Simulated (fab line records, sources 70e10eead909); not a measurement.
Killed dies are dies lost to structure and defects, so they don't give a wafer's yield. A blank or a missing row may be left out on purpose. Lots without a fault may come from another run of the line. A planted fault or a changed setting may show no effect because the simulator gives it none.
Chamber matching | flow nand_harc | NHARC_A_SLIT_DESCUM_14 on rie_diel-07: 4 sister chambers
The step chemistry O2, time 3 s. 14 wafers are shown with their chamber, then 7 later ones without.

WAFERS WITH THEIR CHAMBER
wafer  | chamber | drypump_motor_current_A (A) | oes_product_au (a.u.) | rf_vpp_V (V)
L074.1 | 3       | 5.8                         | 0.983                 | 57.8
L074.2 | 2       | 5.7                         | 0.972                 | 58.2
L074.5 | 0       | 5.7                         | 0.996                 | 56.3
L078.1 | 1       | 5.3                         | 0.979                 | 57.3
L078.2 | 0       | 5.7                         | 0.997                 | 57.0
L078.5 | 3       | 5.8                         | 0.993                 | 57.5
L082.2 | 1       | 5.3                         | 0.984                 | 57.7
L082.4 | 2       | 5.7                         | 0.993                 | 56.5
L082.6 | 1       | 5.3                         | 0.989                 | 59.1
L091.1 | 2       | 5.6                         | 0.978                 | 57.3
L091.5 | 2       | 5.7                         | 0.995                 | 58.7
L091.6 | 3       | 5.9                         | 1.001                 | 58.3
L089.2 | 3       | 5.9                         | 0.996                 | 56.9
L089.3 | 1       | 5.4                         | 0.992                 | 57.5

SIGNATURES (means of the wafers above)
reading                 | chamber 0 | chamber 1 | chamber 2 | chamber 3 | scatter within a chamber
drypump_motor_current_A | 5.700     | 5.325     | 5.675     | 5.850     | 0.05
oes_product_au          | 0.99650   | 0.98600   | 0.98450   | 0.99325   | 0.00808
rf_vpp_V                | 56.650    | 57.900    | 57.675    | 57.625    | 0.782
Rule: a wafer's distance from a chamber is the root of the sum, over the readings, of the square of ((its reading less the chamber's mean) divided by the reading's scatter). The wafer belongs to the nearest chamber; if the next one is less than 2 further off, it can't be placed. The scatter: the root of (the sum of the squares of (reading less its chamber's mean) over the shown wafers, divided by (wafers less chambers)).

WAFERS WITHOUT THEIR CHAMBER
wafer  | drypump_motor_current_A (A) | oes_product_au (a.u.) | rf_vpp_V (V)
L089.5 | 5.4                         | 0.990                 | 56.7
L092.1 | 5.7                         | 0.980                 | 57.5
L092.5 | 5.3                         | 0.988                 | 57.5
L092.6 | 5.7                         | 0.998                 | 56.6
L094.2 | 5.7                         | 0.985                 | 57.9
L094.4 | 5.7                         | 1.013                 | 57.0
L094.5 | 5.7                         | 0.975                 | 58.0

WHICH CHAMBER EACH WENT THROUGH
wafer  | from the rows above          | in truth
L089.5 | 1                            | 1
L092.1 | can't be placed: 2 or 0      | 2
L092.5 | 1                            | 1
L092.6 | 0                            | 0
L094.2 | can't be placed: 2 or 0      | 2
L094.4 | can't be placed: 0 or 2 or 3 | 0
L094.5 | can't be placed: 2 or 0      | 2
Placed correctly: 3 of 7. Can't be placed from these rows: 4 (the true chamber is among the candidates in 4). Placed wrongly: 0.
